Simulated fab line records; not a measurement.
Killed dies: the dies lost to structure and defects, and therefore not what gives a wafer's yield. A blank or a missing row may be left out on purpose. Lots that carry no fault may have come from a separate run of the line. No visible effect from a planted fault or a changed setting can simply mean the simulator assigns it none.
Which of the tools did it? || flow n5-finfet || 24 lots with 72 wafers sampled at 6 steps, on a route of 1938 steps

== WHAT EACH GAUGE READ, for each wafer ==
N5_BEOL_M3_INSPECT_13: inspects for defects (brightfield).
{"lot": "L074", "measured": "day 7 05:48", "on": "defect-inspect-01", "raw-defect-count": "508 345 361"}
{"lot": "L075", "measured": "day 7 11:42", "on": "defect-inspect-01", "raw-defect-count": "373 422 367"}
{"lot": "L076", "measured": "day 7 13:12", "on": "defect-inspect-02", "raw-defect-count": "279 305 305"}
{"lot": "L077", "measured": "day 7 17:01", "on": "defect-inspect-02", "raw-defect-count": "322 292 430"}
{"lot": "L078", "measured": "day 7 18:30", "on": "defect-inspect-02", "raw-defect-count": "428 375 389"}
{"lot": "L079", "measured": "day 7 21:43", "on": "defect-inspect-01", "raw-defect-count": "486 475 310"}
{"lot": "L080", "measured": "day 8 08:19", "on": "defect-inspect-02", "raw-defect-count": "409 401 446"}
{"lot": "L081", "measured": "day 9 00:48", "on": "defect-inspect-02", "raw-defect-count": "418 456 373"}
{"lot": "L082", "measured": "day 9 01:11", "on": "defect-inspect-02", "raw-defect-count": "595 629 578"}
{"lot": "L083", "measured": "day 9 04:00", "on": "defect-inspect-02", "raw-defect-count": "230 344 298"}
{"lot": "L084", "measured": "day 9 04:37", "on": "defect-inspect-02", "raw-defect-count": "416 483 313"}
{"lot": "L085", "measured": "day 9 22:09", "on": "defect-inspect-01", "raw-defect-count": "457 499 347"}
{"lot": "L086", "measured": "day 10 02:18", "on": "defect-inspect-01", "raw-defect-count": "397 576 535"}
{"lot": "L087", "measured": "day 10 07:51", "on": "defect-inspect-01", "raw-defect-count": "460 472 486"}
{"lot": "L089", "measured": "day 10 13:08", "on": "defect-inspect-02", "raw-defect-count": "524 414 415"}
{"lot": "L088", "measured": "day 10 20:09", "on": "defect-inspect-01", "raw-defect-count": "872 472 602"}
{"lot": "L090", "measured": "day 10 22:25", "on": "defect-inspect-01", "raw-defect-count": "316 325 470"}
{"lot": "L091", "measured": "day 11 06:47", "on": "defect-inspect-01", "raw-defect-count": "443 303 421"}
{"lot": "L092", "measured": "day 11 12:57", "on": "defect-inspect-01", "raw-defect-count": "425 357 319"}
{"lot": "L093", "measured": "day 12 02:05", "on": "defect-inspect-02", "raw-defect-count": "343 400 346"}
{"lot": "L094", "measured": "day 12 12:29", "on": "defect-inspect-02", "raw-defect-count": "576 364 270"}
{"lot": "L097", "measured": "day 12 22:19", "on": "defect-inspect-02", "raw-defect-count": "509 585 485"}
{"lot": "L095", "measured": "day 12 23:16", "on": "defect-inspect-01", "raw-defect-count": "319 557 395"}
{"lot": "L096", "measured": "day 13 04:53", "on": "defect-inspect-01", "raw-defect-count": "408 447 446"}

N5_BEOL_M3_THK_MEAS_53: measures by xrf.
{"lot": "L074", "measured": "day 7 13:46", "on": "film-metro-02", "M3_THK (nm)": "39.1 38.8 41.1"}
{"lot": "L075", "measured": "day 7 17:51", "on": "film-metro-01", "M3_THK (nm)": "37.6 37.9 39.3"}
{"lot": "L076", "measured": "day 7 20:50", "on": "film-metro-01", "M3_THK (nm)": "39.6 38.3 40.9"}
{"lot": "L077", "measured": "day 7 23:42", "on": "film-metro-02", "M3_THK (nm)": "41.8 43.0 42.1"}
{"lot": "L078", "measured": "day 8 00:09", "on": "film-metro-01", "M3_THK (nm)": "41.2 38.2 40.9"}
{"lot": "L079", "measured": "day 8 03:31", "on": "film-metro-01", "M3_THK (nm)": "38.6 42.8 39.2"}
{"lot": "L080", "measured": "day 8 18:29", "on": "film-metro-02", "M3_THK (nm)": "42.8 41.9 41.5"}
{"lot": "L081", "measured": "day 9 06:19", "on": "film-metro-02", "M3_THK (nm)": "40.1 41.8 40.5"}
{"lot": "L082", "measured": "day 9 07:07", "on": "film-metro-01", "M3_THK (nm)": "39.7 38.9 42.1"}
{"lot": "L083", "measured": "day 9 09:57", "on": "film-metro-02", "M3_THK (nm)": "37.7 37.0 40.7"}
{"lot": "L084", "measured": "day 9 18:06", "on": "film-metro-01", "M3_THK (nm)": "39.1 40.3 39.7"}
{"lot": "L085", "measured": "day 10 04:36", "on": "film-metro-02", "M3_THK (nm)": "36.7 42.5 40.9"}
{"lot": "L086", "measured": "day 10 12:49", "on": "film-metro-01", "M3_THK (nm)": "40.3 38.6 41.8"}
{"lot": "L087", "measured": "day 10 16:52", "on": "film-metro-01", "M3_THK (nm)": "38.5 42.1 42.1"}
{"lot": "L089", "measured": "day 10 19:29", "on": "film-metro-01", "M3_THK (nm)": "39.3 39.2 39.5"}
{"lot": "L088", "measured": "day 11 10:31", "on": "film-metro-01", "M3_THK (nm)": "40.1 43.0 41.7"}
{"lot": "L090", "measured": "day 11 12:29", "on": "film-metro-02", "M3_THK (nm)": "38.4 38.7 40.6"}
{"lot": "L091", "measured": "day 12 05:47", "on": "film-metro-02", "M3_THK (nm)": "42.1 42.5 43.4"}
{"lot": "L092", "measured": "day 12 06:13", "on": "film-metro-02", "M3_THK (nm)": "42.4 42.6 42.7"}
{"lot": "L093", "measured": "day 12 15:09", "on": "film-metro-01", "M3_THK (nm)": "36.9 41.0 40.0"}
{"lot": "L094", "measured": "day 12 22:37", "on": "film-metro-01", "M3_THK (nm)": "41.0 43.6 42.7"}
{"lot": "L097", "measured": "day 13 08:16", "on": "film-metro-01", "M3_THK (nm)": "38.2 40.5 40.6"}
{"lot": "L095", "measured": "day 13 11:11", "on": "film-metro-02", "M3_THK (nm)": "39.6 42.9 42.3"}
{"lot": "L096", "measured": "day 13 12:51", "on": "film-metro-01", "M3_THK (nm)": "41.4 42.4 42.4"}

== EACH LOT AND THE TOOL THAT RAN IT (in order: tool; ch and the chambers of the sampled wafers; start) ==
{"lot": "L074", "N5_BEOL_M2_ANNEAL_51": "rtp-anneal-01 ch 0, day 7 03:52", "N5_BEOL_M3_ETCH_41": "rie-diel-02 ch 1,2,3, day 7 11:17 or earlier", "N5_BEOL_M3_ANNEAL_49": "pvd-sputter-03, day 7 11:17", "N5_BEOL_M3_ANNEAL_93": "pvd-sputter-03, day 7 12:37"}
{"lot": "L075", "N5_BEOL_M2_ANNEAL_51": "rtp-anneal-02 ch 0, day 7 09:29", "N5_BEOL_M3_ETCH_41": "rie-diel-02 ch 0,1,2, day 7 15:23 or earlier", "N5_BEOL_M3_ANNEAL_49": "pvd-sputter-03, day 7 15:23", "N5_BEOL_M3_ANNEAL_93": "pvd-sputter-03, day 7 16:42"}
{"lot": "L076", "N5_BEOL_M2_ANNEAL_51": "rtp-anneal-01 ch 0, day 7 11:26", "N5_BEOL_M3_ETCH_41": "rie-diel-01 ch 0,2,3, day 7 18:14 or earlier", "N5_BEOL_M3_ANNEAL_49": "pvd-sputter-03, day 7 18:14", "N5_BEOL_M3_ANNEAL_93": "pvd-sputter-03, day 7 19:34"}
{"lot": "L077", "N5_BEOL_M2_ANNEAL_51": "rtp-anneal-02 ch 0, day 7 14:09", "N5_BEOL_M3_ETCH_41": "rie-diel-01 ch 0,1,2, day 7 21:14 or earlier", "N5_BEOL_M3_ANNEAL_49": "pvd-sputter-02, day 7 21:14", "N5_BEOL_M3_ANNEAL_93": "pvd-sputter-02, day 7 22:33"}
{"lot": "L078", "N5_BEOL_M2_ANNEAL_51": "rtp-anneal-01 ch 0, day 7 16:17", "N5_BEOL_M3_ETCH_41": "rie-diel-06 ch 1,3, day 7 21:25 or earlier", "N5_BEOL_M3_ANNEAL_49": "pvd-sputter-03, day 7 21:25", "N5_BEOL_M3_ANNEAL_93": "pvd-sputter-03, day 7 22:44"}
{"lot": "L079", "N5_BEOL_M2_ANNEAL_51": "rtp-anneal-01 ch 0, day 7 19:58", "N5_BEOL_M3_ETCH_41": "rie-diel-01 ch 1,3, day 8 01:02 or earlier", "N5_BEOL_M3_ANNEAL_49": "pvd-sputter-02, day 8 01:02", "N5_BEOL_M3_ANNEAL_93": "pvd-sputter-02, day 8 02:22"}
{"lot": "L080", "N5_BEOL_M2_ANNEAL_51": "rtp-anneal-01 ch 0, day 8 06:04", "N5_BEOL_M3_ETCH_41": "rie-diel-02 ch 0,1,3, day 8 16:01 or earlier", "N5_BEOL_M3_ANNEAL_49": "pvd-sputter-02, day 8 16:01", "N5_BEOL_M3_ANNEAL_93": "pvd-sputter-02, day 8 17:20"}
{"lot": "L081", "N5_BEOL_M2_ANNEAL_51": "rtp-anneal-01 ch 0, day 8 23:20", "N5_BEOL_M3_ETCH_41": "rie-diel-02 ch 1,2, day 9 03:50 or earlier", "N5_BEOL_M3_ANNEAL_49": "pvd-sputter-01, day 9 03:50", "N5_BEOL_M3_ANNEAL_93": "pvd-sputter-01, day 9 05:10"}
{"lot": "L082", "N5_BEOL_M2_ANNEAL_51": "rtp-anneal-01 ch 0, day 8 23:31", "N5_BEOL_M3_ETCH_41": "rie-diel-06 ch 0,1,2, day 9 04:39 or earlier", "N5_BEOL_M3_ANNEAL_49": "pvd-sputter-02, day 9 04:39", "N5_BEOL_M3_ANNEAL_93": "pvd-sputter-02, day 9 05:58"}
{"lot": "L083", "N5_BEOL_M2_ANNEAL_51": "rtp-anneal-01 ch 0, day 9 02:11", "N5_BEOL_M3_ETCH_41": "rie-diel-06 ch 0,2,3, day 9 07:17 or earlier", "N5_BEOL_M3_ANNEAL_49": "pvd-sputter-01, day 9 07:17", "N5_BEOL_M3_ANNEAL_93": "pvd-sputter-01, day 9 08:36"}
{"lot": "L084", "N5_BEOL_M2_ANNEAL_51": "rtp-anneal-02 ch 0, day 9 02:44", "N5_BEOL_M3_ETCH_41": "rie-diel-01 ch 0,3, day 9 15:37 or earlier", "N5_BEOL_M3_ANNEAL_49": "pvd-sputter-03, day 9 15:37", "N5_BEOL_M3_ANNEAL_93": "pvd-sputter-03, day 9 16:56"}
{"lot": "L085", "N5_BEOL_M2_ANNEAL_51": "rtp-anneal-01 ch 0, day 9 19:26", "N5_BEOL_M3_ETCH_41": "rie-diel-02 ch 2,3, day 10 02:07 or earlier", "N5_BEOL_M3_ANNEAL_49": "pvd-sputter-03, day 10 02:07", "N5_BEOL_M3_ANNEAL_93": "pvd-sputter-03, day 10 03:26"}
{"lot": "L086", "N5_BEOL_M2_ANNEAL_51": "rtp-anneal-01 ch 0, day 10 00:08", "N5_BEOL_M3_ETCH_41": "rie-diel-02 ch 0,1,2, day 10 10:20 or earlier", "N5_BEOL_M3_ANNEAL_49": "pvd-sputter-02, day 10 10:20", "N5_BEOL_M3_ANNEAL_93": "pvd-sputter-02, day 10 11:40"}
{"lot": "L087", "N5_BEOL_M2_ANNEAL_51": "rtp-anneal-02 ch 0, day 10 04:45", "N5_BEOL_M3_ETCH_41": "rie-diel-02 ch 0,1, day 10 13:49 or earlier", "N5_BEOL_M3_ANNEAL_49": "pvd-sputter-02, day 10 13:49", "N5_BEOL_M3_ANNEAL_93": "pvd-sputter-02, day 10 15:08"}
{"lot": "L089", "N5_BEOL_M2_ANNEAL_51": "rtp-anneal-02 ch 0, day 10 08:34", "N5_BEOL_M3_ETCH_41": "rie-diel-06 ch 1,2,3, day 10 16:51 or earlier", "N5_BEOL_M3_ANNEAL_49": "pvd-sputter-01, day 10 16:51", "N5_BEOL_M3_ANNEAL_93": "pvd-sputter-01, day 10 18:10"}
{"lot": "L088", "N5_BEOL_M2_ANNEAL_51": "rtp-anneal-01 ch 0, day 10 18:34", "N5_BEOL_M3_ETCH_41": "rie-diel-01 ch 0,3, day 11 07:56 or earlier", "N5_BEOL_M3_ANNEAL_49": "pvd-sputter-01, day 11 07:56", "N5_BEOL_M3_ANNEAL_93": "pvd-sputter-01, day 11 09:16"}
{"lot": "L090", "N5_BEOL_M2_ANNEAL_51": "rtp-anneal-02 ch 0, day 10 19:17", "N5_BEOL_M3_ETCH_41": "rie-diel-02 ch 2,3, day 11 10:00 or earlier", "N5_BEOL_M3_ANNEAL_49": "pvd-sputter-02, day 11 10:00", "N5_BEOL_M3_ANNEAL_93": "pvd-sputter-02, day 11 11:19"}
{"lot": "L091", "N5_BEOL_M2_ANNEAL_51": "rtp-anneal-02 ch 0, day 11 01:10", "N5_BEOL_M3_ETCH_41": "rie-diel-06 ch 3, day 12 03:19 or earlier", "N5_BEOL_M3_ANNEAL_49": "pvd-sputter-01, day 12 03:19", "N5_BEOL_M3_ANNEAL_93": "pvd-sputter-01, day 12 04:38"}
{"lot": "L092", "N5_BEOL_M2_ANNEAL_51": "rtp-anneal-01 ch 0, day 11 09:43", "N5_BEOL_M3_ETCH_41": "rie-diel-01 ch 0,1,2, day 12 03:45 or earlier", "N5_BEOL_M3_ANNEAL_49": "pvd-sputter-02, day 12 03:45", "N5_BEOL_M3_ANNEAL_93": "pvd-sputter-02, day 12 05:04"}
{"lot": "L093", "N5_BEOL_M2_ANNEAL_51": "rtp-anneal-01 ch 0, day 11 23:56", "N5_BEOL_M3_ETCH_41": "rie-diel-01 ch 1,2,3, day 12 12:38 or earlier", "N5_BEOL_M3_ANNEAL_49": "pvd-sputter-01, day 12 12:38", "N5_BEOL_M3_ANNEAL_93": "pvd-sputter-01, day 12 13:57"}
{"lot": "L094", "N5_BEOL_M2_ANNEAL_51": "rtp-anneal-01 ch 0, day 12 10:53", "N5_BEOL_M3_ETCH_41": "rie-diel-02 ch 0,1,2, day 12 19:57 or earlier", "N5_BEOL_M3_ANNEAL_49": "pvd-sputter-02, day 12 19:57", "N5_BEOL_M3_ANNEAL_93": "pvd-sputter-02, day 12 21:16"}
{"lot": "L097", "N5_BEOL_M2_ANNEAL_51": "rtp-anneal-01 ch 0, day 12 19:07", "N5_BEOL_M3_ETCH_41": "rie-diel-01 ch 0,1,3, day 13 05:48 or earlier", "N5_BEOL_M3_ANNEAL_49": "pvd-sputter-01, day 13 05:48", "N5_BEOL_M3_ANNEAL_93": "pvd-sputter-01, day 13 07:07"}
{"lot": "L095", "N5_BEOL_M2_ANNEAL_51": "rtp-anneal-01 ch 0, day 12 21:40", "N5_BEOL_M3_ETCH_41": "rie-diel-06 ch 2,3, day 13 08:43 or earlier", "N5_BEOL_M3_ANNEAL_49": "pvd-sputter-02, day 13 08:43", "N5_BEOL_M3_ANNEAL_93": "pvd-sputter-02, day 13 10:02"}
{"lot": "L096", "N5_BEOL_M2_ANNEAL_51": "rtp-anneal-01 ch 0, day 12 23:25", "N5_BEOL_M3_ETCH_41": "rie-diel-02 ch 2,3, day 13 09:18 or earlier", "N5_BEOL_M3_ANNEAL_49": "pvd-sputter-01, day 13 09:18", "N5_BEOL_M3_ANNEAL_93": "pvd-sputter-01, day 13 10:37"}
- N5_BEOL_M2_ANNEAL_51: time 90 s.
- N5_BEOL_M3_ETCH_41: etches SiCN in CH3F/O2, target depth 29.9 nm, time 52.5 s.
- N5_BEOL_M3_ANNEAL_49: time 240 s.
- N5_BEOL_M3_ANNEAL_93: time 240 s.

== WHAT THE TOOLS THEMSELVES READ (means of the sampled wafers that have a number; where no wafer has one, the mark that the record gives instead) ==
N5_BEOL_M2_ANNEAL_51.
{"lot": "L074", "tool": "rtp-anneal-01", "wafer_temp_C_max": 225.89}
{"lot": "L075", "tool": "rtp-anneal-02", "wafer_temp_C_max": 226.12}
{"lot": "L076", "tool": "rtp-anneal-01", "wafer_temp_C_max": 225.69}
{"lot": "L077", "tool": "rtp-anneal-02", "wafer_temp_C_max": 225.84}
{"lot": "L078", "tool": "rtp-anneal-01", "wafer_temp_C_max": 225.90}
{"lot": "L079", "tool": "rtp-anneal-01", "wafer_temp_C_max": 225.84}
{"lot": "L080", "tool": "rtp-anneal-01", "wafer_temp_C_max": 226.15}
{"lot": "L081", "tool": "rtp-anneal-01", "wafer_temp_C_max": 225.66}
{"lot": "L082", "tool": "rtp-anneal-01", "wafer_temp_C_max": 226.08}
{"lot": "L083", "tool": "rtp-anneal-01", "wafer_temp_C_max": 225.74}
{"lot": "L084", "tool": "rtp-anneal-02", "wafer_temp_C_max": 225.89}
{"lot": "L085", "tool": "rtp-anneal-01", "wafer_temp_C_max": 225.82}
{"lot": "L086", "tool": "rtp-anneal-01", "wafer_temp_C_max": 225.97}
{"lot": "L087", "tool": "rtp-anneal-02", "wafer_temp_C_max": 226.18}
{"lot": "L089", "tool": "rtp-anneal-02", "wafer_temp_C_max": 226.05}
{"lot": "L088", "tool": "rtp-anneal-01", "wafer_temp_C_max": 225.52}
{"lot": "L090", "tool": "rtp-anneal-02", "wafer_temp_C_max": 225.95}
{"lot": "L091", "tool": "rtp-anneal-02", "wafer_temp_C_max": 226.15}
{"lot": "L092", "tool": "rtp-anneal-01", "wafer_temp_C_max": 225.77}
{"lot": "L093", "tool": "rtp-anneal-01", "wafer_temp_C_max": 225.90}
{"lot": "L094", "tool": "rtp-anneal-01", "wafer_temp_C_max": 225.88}
{"lot": "L097", "tool": "rtp-anneal-01", "wafer_temp_C_max": 225.83}
{"lot": "L095", "tool": "rtp-anneal-01", "wafer_temp_C_max": 225.88}
{"lot": "L096", "tool": "rtp-anneal-01", "wafer_temp_C_max": 225.89}

N5_BEOL_M3_ETCH_41.
{"lot": "L074", "tool": "rie-diel-02", "CH3F_flow_sccm (sccm)": 30.00, "O2_flow_sccm (sccm)": 19.98, "drypump-motor-current-A (A)": 5.60, "oes-product-au (a.u.)": 0.83, "rf-vpp-V (V)": 296.3, "showerhead-plenum-p-Torr (Torr)": 1.96, "throttle-valve-pct (%)": 16.12}
{"lot": "L075", "tool": "rie-diel-02", "CH3F_flow_sccm (sccm)": 30.03, "O2_flow_sccm (sccm)": 19.98, "drypump-motor-current-A (A)": 5.53, "oes-product-au (a.u.)": 0.80, "rf-vpp-V (V)": 297.2, "showerhead-plenum-p-Torr (Torr)": 2.00, "throttle-valve-pct (%)": 16.15}
{"lot": "L076", "tool": "rie-diel-01", "CH3F_flow_sccm (sccm)": 30.00, "O2_flow_sccm (sccm)": 19.96, "drypump-motor-current-A (A)": 5.45, "oes-product-au (a.u.)": 0.76, "rf-vpp-V (V)": 297.0, "showerhead-plenum-p-Torr (Torr)": 2.01, "throttle-valve-pct (%)": 16.58}
{"lot": "L077", "tool": "rie-diel-01", "CH3F_flow_sccm (sccm)": 30.02, "O2_flow_sccm (sccm)": 19.99, "drypump-motor-current-A (A)": 5.55, "oes-product-au (a.u.)": 0.71, "rf-vpp-V (V)": 297.7, "showerhead-plenum-p-Torr (Torr)": 2.01, "throttle-valve-pct (%)": 16.51}
{"lot": "L078", "tool": "rie-diel-06", "CH3F_flow_sccm (sccm)": 29.98, "O2_flow_sccm (sccm)": 20.03, "drypump-motor-current-A (A)": 5.68, "oes-product-au (a.u.)": 0.82, "rf-vpp-V (V)": 299.0, "showerhead-plenum-p-Torr (Torr)": 2.08, "throttle-valve-pct (%)": 16.15}
{"lot": "L079", "tool": "rie-diel-01", "CH3F_flow_sccm (sccm)": 30.04, "O2_flow_sccm (sccm)": 20.04, "drypump-motor-current-A (A)": 5.36, "oes-product-au (a.u.)": 0.75, "rf-vpp-V (V)": 298.6, "showerhead-plenum-p-Torr (Torr)": 2.05, "throttle-valve-pct (%)": 16.36}
{"lot": "L080", "tool": "rie-diel-02", "CH3F_flow_sccm (sccm)": 29.97, "O2_flow_sccm (sccm)": 20.04, "drypump-motor-current-A (A)": 5.37, "oes-product-au (a.u.)": 0.76, "rf-vpp-V (V)": 296.1, "showerhead-plenum-p-Torr (Torr)": 1.96, "throttle-valve-pct (%)": 16.33}
{"lot": "L081", "tool": "rie-diel-02", "CH3F_flow_sccm (sccm)": 30.05, "O2_flow_sccm (sccm)": 19.98, "drypump-motor-current-A (A)": 5.70, "oes-product-au (a.u.)": 0.84, "rf-vpp-V (V)": 296.2, "showerhead-plenum-p-Torr (Torr)": 1.96, "throttle-valve-pct (%)": 16.12}
{"lot": "L082", "tool": "rie-diel-06", "CH3F_flow_sccm (sccm)": 30.02, "O2_flow_sccm (sccm)": 20.00, "drypump-motor-current-A (A)": 5.51, "oes-product-au (a.u.)": 0.70, "rf-vpp-V (V)": 297.3, "showerhead-plenum-p-Torr (Torr)": 2.01, "throttle-valve-pct (%)": 16.40}
{"lot": "L083", "tool": "rie-diel-06", "CH3F_flow_sccm (sccm)": 30.00, "O2_flow_sccm (sccm)": 19.90, "drypump-motor-current-A (A)": 5.70, "oes-product-au (a.u.)": 0.75, "rf-vpp-V (V)": 299.8, "showerhead-plenum-p-Torr (Torr)": 2.06, "throttle-valve-pct (%)": 16.26}
{"lot": "L084", "tool": "rie-diel-01", "CH3F_flow_sccm (sccm)": 29.94, "O2_flow_sccm (sccm)": 20.06, "drypump-motor-current-A (A)": 5.32, "oes-product-au (a.u.)": 0.78, "rf-vpp-V (V)": 296.8, "showerhead-plenum-p-Torr (Torr)": 1.95, "throttle-valve-pct (%)": 16.43}
{"lot": "L085", "tool": "rie-diel-02", "CH3F_flow_sccm (sccm)": 29.96, "O2_flow_sccm (sccm)": 19.99, "drypump-motor-current-A (A)": 5.66, "oes-product-au (a.u.)": 0.80, "rf-vpp-V (V)": 298.1, "showerhead-plenum-p-Torr (Torr)": 1.97, "throttle-valve-pct (%)": 16.03}
{"lot": "L086", "tool": "rie-diel-02", "CH3F_flow_sccm (sccm)": 29.98, "O2_flow_sccm (sccm)": 20.05, "drypump-motor-current-A (A)": 5.53, "oes-product-au (a.u.)": 0.78, "rf-vpp-V (V)": 297.4, "showerhead-plenum-p-Torr (Torr)": 1.99, "throttle-valve-pct (%)": 16.20}
{"lot": "L087", "tool": "rie-diel-02", "CH3F_flow_sccm (sccm)": 29.86, "O2_flow_sccm (sccm)": 20.01, "drypump-motor-current-A (A)": 5.29, "oes-product-au (a.u.)": 0.73, "rf-vpp-V (V)": 297.2, "showerhead-plenum-p-Torr (Torr)": 2.00, "throttle-valve-pct (%)": 16.39}
{"lot": "L089", "tool": "rie-diel-06", "CH3F_flow_sccm (sccm)": 29.94, "O2_flow_sccm (sccm)": 20.02, "drypump-motor-current-A (A)": 5.55, "oes-product-au (a.u.)": 0.75, "rf-vpp-V (V)": 299.6, "showerhead-plenum-p-Torr (Torr)": 2.05, "throttle-valve-pct (%)": 16.23}
{"lot": "L088", "tool": "rie-diel-01", "CH3F_flow_sccm (sccm)": 30.06, "O2_flow_sccm (sccm)": 20.01, "drypump-motor-current-A (A)": 5.34, "oes-product-au (a.u.)": 0.76, "rf-vpp-V (V)": 297.1, "showerhead-plenum-p-Torr (Torr)": 1.95, "throttle-valve-pct (%)": 16.45}
{"lot": "L090", "tool": "rie-diel-02", "CH3F_flow_sccm (sccm)": 30.02, "O2_flow_sccm (sccm)": 19.96, "drypump-motor-current-A (A)": 5.69, "oes-product-au (a.u.)": 0.79, "rf-vpp-V (V)": 296.8, "showerhead-plenum-p-Torr (Torr)": 1.97, "throttle-valve-pct (%)": 16.04}
{"lot": "L091", "tool": "rie-diel-06", "CH3F_flow_sccm (sccm)": 30.13, "O2_flow_sccm (sccm)": 20.00, "drypump-motor-current-A (A)": 5.90, "oes-product-au (a.u.)": 0.83, "rf-vpp-V (V)": 300.0, "showerhead-plenum-p-Torr (Torr)": 2.13, "throttle-valve-pct (%)": 16.08}
{"lot": "L092", "tool": "rie-diel-01", "CH3F_flow_sccm (sccm)": 29.94, "O2_flow_sccm (sccm)": 20.02, "drypump-motor-current-A (A)": 5.54, "oes-product-au (a.u.)": 0.89, "rf-vpp-V (V)": 297.2, "showerhead-plenum-p-Torr (Torr)": 2.00, "throttle-valve-pct (%)": 16.23}
{"lot": "L093", "tool": "rie-diel-01", "CH3F_flow_sccm (sccm)": 30.06, "O2_flow_sccm (sccm)": 19.99, "drypump-motor-current-A (A)": 5.46, "oes-product-au (a.u.)": 0.90, "rf-vpp-V (V)": 298.4, "showerhead-plenum-p-Torr (Torr)": 2.04, "throttle-valve-pct (%)": 16.30}
{"lot": "L094", "tool": "rie-diel-02", "CH3F_flow_sccm (sccm)": 30.15, "O2_flow_sccm (sccm)": 19.96, "drypump-motor-current-A (A)": 5.54, "oes-product-au (a.u.)": 0.85, "rf-vpp-V (V)": 297.8, "showerhead-plenum-p-Torr (Torr)": 1.99, "throttle-valve-pct (%)": 16.06}
{"lot": "L097", "tool": "rie-diel-01", "CH3F_flow_sccm (sccm)": 30.00, "O2_flow_sccm (sccm)": 19.93, "drypump-motor-current-A (A)": 5.35, "oes-product-au (a.u.)": 0.81, "rf-vpp-V (V)": 298.1, "showerhead-plenum-p-Torr (Torr)": 1.99, "throttle-valve-pct (%)": 16.30}
{"lot": "L095", "tool": "rie-diel-06", "CH3F_flow_sccm (sccm)": 30.01, "O2_flow_sccm (sccm)": 19.98, "drypump-motor-current-A (A)": 5.59, "oes-product-au (a.u.)": 0.75, "rf-vpp-V (V)": 298.3, "showerhead-plenum-p-Torr (Torr)": 2.07, "throttle-valve-pct (%)": 16.15}
{"lot": "L096", "tool": "rie-diel-02", "CH3F_flow_sccm (sccm)": 30.08, "O2_flow_sccm (sccm)": 20.01, "drypump-motor-current-A (A)": 5.51, "oes-product-au (a.u.)": 0.76, "rf-vpp-V (V)": 296.4, "showerhead-plenum-p-Torr (Torr)": 1.94, "throttle-valve-pct (%)": 16.23}

N5_BEOL_M3_ANNEAL_49.
{"lot": "L074", "tool": "pvd-sputter-03", "heater-power-w (W)": 870}
{"lot": "L075", "tool": "pvd-sputter-03", "heater-power-w (W)": 855}
{"lot": "L076", "tool": "pvd-sputter-03", "heater-power-w (W)": 912}
{"lot": "L077", "tool": "pvd-sputter-02", "heater-power-w (W)": 766}
{"lot": "L078", "tool": "pvd-sputter-03", "heater-power-w (W)": 864}
{"lot": "L079", "tool": "pvd-sputter-02", "heater-power-w (W)": 764}
{"lot": "L080", "tool": "pvd-sputter-02", "heater-power-w (W)": 803}
{"lot": "L081", "tool": "pvd-sputter-01", "heater-power-w (W)": 800}
{"lot": "L082", "tool": "pvd-sputter-02", "heater-power-w (W)": 802}
{"lot": "L083", "tool": "pvd-sputter-01", "heater-power-w (W)": 835}
{"lot": "L084", "tool": "pvd-sputter-03", "heater-power-w (W)": 881}
{"lot": "L085", "tool": "pvd-sputter-03", "heater-power-w (W)": 867}
{"lot": "L086", "tool": "pvd-sputter-02", "heater-power-w (W)": 766}
{"lot": "L087", "tool": "pvd-sputter-02", "heater-power-w (W)": 764}
{"lot": "L089", "tool": "pvd-sputter-01", "heater-power-w (W)": 800}
{"lot": "L088", "tool": "pvd-sputter-01", "heater-power-w (W)": 827}
{"lot": "L090", "tool": "pvd-sputter-02", "heater-power-w (W)": 790}
{"lot": "L091", "tool": "pvd-sputter-01", "heater-power-w (W)": 831}
{"lot": "L092", "tool": "pvd-sputter-02", "heater-power-w (W)": 768}
{"lot": "L093", "tool": "pvd-sputter-01", "heater-power-w (W)": 824}
{"lot": "L094", "tool": "pvd-sputter-02", "heater-power-w (W)": 764}
{"lot": "L097", "tool": "pvd-sputter-01", "heater-power-w (W)": 839}
{"lot": "L095", "tool": "pvd-sputter-02", "heater-power-w (W)": 792}
{"lot": "L096", "tool": "pvd-sputter-01", "heater-power-w (W)": 840}

N5_BEOL_M3_ANNEAL_93.
{"lot": "L074", "tool": "pvd-sputter-03", "heater-power-w (W)": 890}
{"lot": "L075", "tool": "pvd-sputter-03", "heater-power-w (W)": 871}
{"lot": "L076", "tool": "pvd-sputter-03", "heater-power-w (W)": 915}
{"lot": "L077", "tool": "pvd-sputter-02", "heater-power-w (W)": 762}
{"lot": "L078", "tool": "pvd-sputter-03", "heater-power-w (W)": 856}
{"lot": "L079", "tool": "pvd-sputter-02", "heater-power-w (W)": 755}
{"lot": "L080", "tool": "pvd-sputter-02", "heater-power-w (W)": 797}
{"lot": "L081", "tool": "pvd-sputter-01", "heater-power-w (W)": 800}
{"lot": "L082", "tool": "pvd-sputter-02", "heater-power-w (W)": 814}
{"lot": "L083", "tool": "pvd-sputter-01", "heater-power-w (W)": 829}
{"lot": "L084", "tool": "pvd-sputter-03", "heater-power-w (W)": 876}
{"lot": "L085", "tool": "pvd-sputter-03", "heater-power-w (W)": 850}
{"lot": "L086", "tool": "pvd-sputter-02", "heater-power-w (W)": 773}
{"lot": "L087", "tool": "pvd-sputter-02", "heater-power-w (W)": 781}
{"lot": "L089", "tool": "pvd-sputter-01", "heater-power-w (W)": 799}
{"lot": "L088", "tool": "pvd-sputter-01", "heater-power-w (W)": 844}
{"lot": "L090", "tool": "pvd-sputter-02", "heater-power-w (W)": 808}
{"lot": "L091", "tool": "pvd-sputter-01", "heater-power-w (W)": 834}
{"lot": "L092", "tool": "pvd-sputter-02", "heater-power-w (W)": 768}
{"lot": "L093", "tool": "pvd-sputter-01", "heater-power-w (W)": 823}
{"lot": "L094", "tool": "pvd-sputter-02", "heater-power-w (W)": 765}
{"lot": "L097", "tool": "pvd-sputter-01", "heater-power-w (W)": 843}
{"lot": "L095", "tool": "pvd-sputter-02", "heater-power-w (W)": 817}
{"lot": "L096", "tool": "pvd-sputter-01", "heater-power-w (W)": 829}

== THE ANSWER, worked out from the rows above alone ==
Rule: usual is defined by the lots themselves. The widest of any qualifying gaps counts: lots, ordered by their means at a reading, are off when they make up no more than a third of the lots, leave a main group of 4 or more, and stand apart from it by 3 or more times the standard deviation of that group's means. Not used: any main group whose means are identical at the precision the tables above print for the reading. A lot without any number at a reading at which 4 lots or more have one is off too. All remaining lots with rows at the step are treated as sound. The gauges are gone through in route order, then the tools' own readings, and for those a lot's mean is taken as printed above. The first step at which some lot is off is used, and at that step the reading that is off furthest; a lot without a number counts as furthest.
No lot is off on any of the readings shown, so nothing can be concluded from this.

== WHAT THE SIMULATOR HAD INSERTED ==
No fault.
